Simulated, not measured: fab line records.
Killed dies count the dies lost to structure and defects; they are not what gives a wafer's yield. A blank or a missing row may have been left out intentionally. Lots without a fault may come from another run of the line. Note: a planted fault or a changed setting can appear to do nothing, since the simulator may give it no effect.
A struck lot beside a sound one + flow n5-finfet + 26 out of 1938 route steps
Sound: the wafers L229.3, L229.4, L229.5. Wafers L244.3, L244.4, L244.6 were the ones struck. The cause is given at the end.
Each step with rows lists, per side, the tool, then ch with its chambers, then its first start. Under that, the readings that differ: sound wafers + struck wafers + difference of the means + sigmas: that difference in standard deviations of wafers without a fault.
alike: readings whose means differ by less than 2 such deviations, and words and numbers that are the same on both sides. not compared: withheld readings, readings that some wafer has no value for, bounds like >300 that may hide the same value, and numbers for which the record gives no deviation and whose values overlap.
A row with sigmas, a row that says differs or no value, or rows on one side alone: a step with any of these is where the two part. Numbers that don't overlap but have no deviation are shown without sigmas and don't part them. A reading missing from all wafers of one side parts the sides only when that side holds two or more wafers.

N5_BEOL_M8_INSPECT_13: inspects for defects (brightfield).
  sound: defect-inspect-01 at day 11 14:49; struck: defect-inspect-02 at day 14 06:35
  alike: raw-defect-count
N5_BEOL_M8_DESCUM_16: chemistry O2, time 7.9 s.
  sound on rie-diel-02 ch 1,2, day 11 14:51; struck on rie-diel-02 ch 2,3, day 14 06:37
  alike: drypump-motor-current-A, oes-product-au, rf-vpp-V, showerhead-plenum-p-Torr, throttle-valve-pct
  not compared: rf-hours-counter-h
then, 1 step without rows for these wafers: N5_BEOL_M8_ETCH_61 (etches SiARC in CF4, target depth 45.5 nm, time 75.8 s).
N5_BEOL_M8_ETCH_62: etches SOC in N2/H2, target depth 110 nm, overetch 22 nm, time 165 s.
  sound on rie-diel-02 ch 1,2, day 11 14:56; struck on rie-diel-02 ch 2,3, day 14 06:42
  alike: drypump-motor-current-A, n2-flow-sccm, oes-product-au, rf-vpp-V, showerhead-plenum-p-Torr, throttle-valve-pct
  not compared: rf-hours-counter-h
then, 2 steps without rows for these wafers: N5_BEOL_M8_STRIP_68 (strips in N2/H2); N5_BEOL_M8_STRIP_67 (strips in CF4).
N5_BEOL_M8_HM_OPEN_17: chemistry Cl2/BCl3, target TiN, target depth 20 nm, overetch 6 nm.
  sound on rie-metal-03 ch 0,1, day 11 15:10; struck on rie-metal-01 ch 0, day 14 06:57
| reading                | sound             | struck            | difference | sigmas |
|------------------------|-------------------|-------------------|------------|--------|
| throttle-valve-pct (%) | 22.30 22.23 22.22 | 21.71 21.70 21.71 | -0.54      | -2     |
  alike: drypump-motor-current-A, mfc-ar-sccm, oes-product-au
  not compared: rf-hours-counter-h
N5_BEOL_M8_STRIP_19: strips in O2.
  sound on rie-diel-06 ch 0,2,3, day 11 15:15; struck on rie-diel-06 ch 0,1,3, day 14 07:07
  alike: drypump-motor-current-A, oes-product-au, rf-vpp-V, showerhead-plenum-p-Torr, throttle-valve-pct
  not compared: rf-hours-counter-h
N5_BEOL_M8_CD_MEAS_18: pitch 80 nm, target cd 40 nm.
  sound: cd-sem-02 at day 11 15:19; struck: cd-sem-03 at day 14 07:11
  alike: cd-nm
then, 3 steps without rows for these wafers: N5_BEOL_M8_COAT_63 (time 60 s, resist thk 60 nm); N5_BEOL_M8_COAT_64 (time 60 s, resist thk 12 nm); N5_BEOL_M8_COAT_71 (time 60 s, resist thk 5 nm).
N5_BEOL_M8_COAT_22: resist thk 30 nm.
  sound on litho-track-05 ch 0, day 11 17:02; struck on litho-track-03 ch 0, day 14 07:17
| reading                                      | sound                | struck               | difference | sigmas |
|----------------------------------------------|----------------------|----------------------|------------|--------|
| spin-speed-rpm (rpm)                         | 1501.1 1500.4 1499.4 | 1449.4 1448.3 1449.8 | -51.1      | -46    |
| model.CAR-EUV_of_BEOL_M8_COAT_22.thk-nm (nm) | 30 30 30             | 30.6 30.6 30.6       | +0.6       |        |
then, 5 steps without rows for these wafers: N5_BEOL_M8_EBR_24; N5_BEOL_M8_SOFTBAKE_23 (time 60 s); N5_BEOL_M8_EXPOSE_25 (exposes mask V7, target cd 40 nm); N5_BEOL_M8_PEB_26 (peb time 60 s); N5_BEOL_M8_DEVELOP_27 (develop time 30 s).
N5_BEOL_M8_CD_MEAS_28: target cd 40 nm.
  sound on cd-sem-01 ch 0, day 11 17:20; struck on cd-sem-03 ch 0, day 14 07:33
  alike: cd-nm
N5_BEOL_M8_OVL_MEAS_29:
  sound on overlay-01 ch 0, day 11 17:23; struck on overlay-02 ch 0, day 14 07:35
  alike: V7_OVL
N5_BEOL_M8_INSPECT_30: inspects for defects (brightfield).
  sound: defect-inspect-01 at day 11 17:26; struck: defect-inspect-02 at day 14 07:38
  alike: raw-defect-count
then, 1 step without rows for these wafers: N5_BEOL_M8_DESCUM_33 (chemistry O2, time 7 s).
N5_BEOL_M8_ETCH_72: etches underlayer in N2/H2, target depth 6.5 nm, time 5.2 s.
  sound on rie-diel-04 ch 1,2, day 11 17:30; struck on rie-diel-06 ch 2,3, day 14 07:43
  alike: drypump-motor-current-A, etch-rf-on-time-s, n2-flow-sccm, oes-product-au, rf-vpp-V, showerhead-plenum-p-Torr, throttle-valve-pct
  not compared: rf-hours-counter-h
N5_BEOL_M8_ETCH_65: etches SiARC in CF4, target depth 15.6 nm, time 26 s.
  sound on rie-diel-04 ch 1,2, day 11 17:31; struck on rie-diel-06 ch 2,3, day 14 07:43
| reading                                      | sound      | struck         | difference | sigmas |
|----------------------------------------------|------------|----------------|------------|--------|
| model.CAR-EUV_of_BEOL_M8_COAT_22.thk-nm (nm) | 11 11.2 11 | 11.8 11.6 11.6 | +0.6       |        |
  alike: drypump-motor-current-A, etch-rf-on-time-s, mfc-ar-sccm, oes-product-au, rf-vpp-V, showerhead-plenum-p-Torr, throttle-valve-pct
  not compared: rf-hours-counter-h
then, 2 steps without rows for these wafers: N5_BEOL_M8_ETCH_66 (etches SOC in N2/H2, target depth 80 nm, overetch 16 nm, time 120 s); N5_PASSIVATION_PROBE_49.

== WHERE THEY PART ==
First at N5_BEOL_M8_HM_OPEN_17; last, within this record, at N5_BEOL_M8_COAT_22. Later steps at which nothing parts them and some readings are alike: N5_BEOL_M8_CD_MEAS_28, N5_BEOL_M8_OVL_MEAS_29, N5_BEOL_M8_INSPECT_30, N5_BEOL_M8_ETCH_72, N5_BEOL_M8_ETCH_65.

WHY: whatever the simulator had introduced
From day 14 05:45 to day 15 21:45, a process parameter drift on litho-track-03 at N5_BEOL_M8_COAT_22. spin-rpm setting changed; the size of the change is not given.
